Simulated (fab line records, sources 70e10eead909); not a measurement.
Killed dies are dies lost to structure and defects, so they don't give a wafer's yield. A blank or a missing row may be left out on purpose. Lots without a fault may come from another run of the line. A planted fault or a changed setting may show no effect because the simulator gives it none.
A struck lot beside a sound one | flow nand_harc | 13 steps out of a route of 1159
Sound: wafers L936.1, L936.2, L936.5. Struck: wafers L945.1, L945.2, L945.4. The cause comes at the end.
At each step with rows: each side's tool, then ch and its chambers, then its first start. Under that, the readings that differ: sound wafers | struck wafers | difference of the means | sigmas: that difference in standard deviations of wafers without a fault.
alike: readings whose means differ by less than 2 such deviations, and words and numbers that are the same on both sides. not compared: withheld readings, readings that some wafer has no value for, bounds like >300 that may hide the same value, and numbers for which the record gives no deviation and whose values overlap.
The two part at a step that has a row with sigmas, a row that says differs or no value, or rows on one side only. Numbers that don't overlap but have no deviation are shown without sigmas and don't part them. A reading that every wafer of one side lacks parts them only if that side has two wafers or more.

first, 1 step without rows for these wafers: NHARC_P_BONDPAD_DEGAS_25 (time 60 s).
NHARC_P_BONDPAD_PRE_CLEAN_26: time 30 s.
  sound on pvd_sputter-02; struck on pvd_sputter-03
  alike: heater_power_w
NHARC_P_BONDPAD_PVD_17: deposits TaN, target thk 5 nm, time 8.06 s.
  sound on pvd_sputter-02; struck on pvd_sputter-03
  alike: bias_v, cathode_dc_power_W, throttle_valve_pct
NHARC_P_BONDPAD_PVD_27: deposits Cu, target thk 30 nm, time 20.49 s.
  sound on pvd_sputter-02; struck on pvd_sputter-03
  alike: cathode_dc_power_W, throttle_valve_pct
then, 1 step without rows for these wafers: NHARC_P_BONDPAD_ECD_18 (material Cu, target thk 400 nm).
NHARC_P_BONDPAD_ANNEAL_28: time 90 s.
  sound on rtp_anneal-01 ch 0, day 7 10:29; struck on rtp_anneal-02 ch 0, day 9 18:25
  alike: wafer_temp_C_max
NHARC_P_BONDPAD_CMP_19: polishes, t overpolish 30 s, cu recess touch 16 s, target thk 160.81 nm.
  sound on cmp-01 ch 0,1,2, day 7 10:50; struck on cmp-04 ch 0,1,2, day 9 18:46
  alike: motor_current_A, overpolish_run_s
NHARC_P_BONDPAD_THK_MEAS_20: measures by xrf.
  sound on film_metro-02, day 7 11:09; struck on film_metro-02, day 9 19:05
  alike: thk_nm
then, 1 step without rows for these wafers: NHARC_P_BONDPAD_SRD_21 (time 30 s, dry time 20 s).
NHARC_P_BONDPAD_INSPECT_23:
  sound on defect_inspect-02, day 7 11:22; struck on defect_inspect-01, day 9 19:17
  alike: raw_defect_count
NHARC_P_BONDPAD_ACTIVATE_29: chemistry N2, time 60 s.
  sound on rie_diel-06 ch 0,3, day 7 11:26; struck on rie_diel-06 ch 0,2,3, day 9 19:21
  reading          | sound          | struck         | difference | sigmas
  run_length_s (s) | 80.8 81.2 81.0 | 90.5 90.7 91.3 | +9.8       | +28
  alike: drypump_motor_current_A, oes_product_au, rf_vpp_V, showerhead_plenum_p_Torr
  not compared: rf_hours_counter_h
then, 1 step without rows for these wafers: NHARC_P_BONDPAD_PRECLEAN_30 (cleans in DIW, time 300 s).
NHARC_END_SORT_01:
  the record has rows for the sound wafers here (prober-01 ch 0, day 20 05:16) and none for the struck ones

WHERE THEY PART
First at NHARC_P_BONDPAD_ACTIVATE_29; last, within this record, at NHARC_END_SORT_01.

WHY: what the simulator had put in
Process parameter drift: rie_diel-06, from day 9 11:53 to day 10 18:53, at NHARC_P_BONDPAD_ACTIVATE_29. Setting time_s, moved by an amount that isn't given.
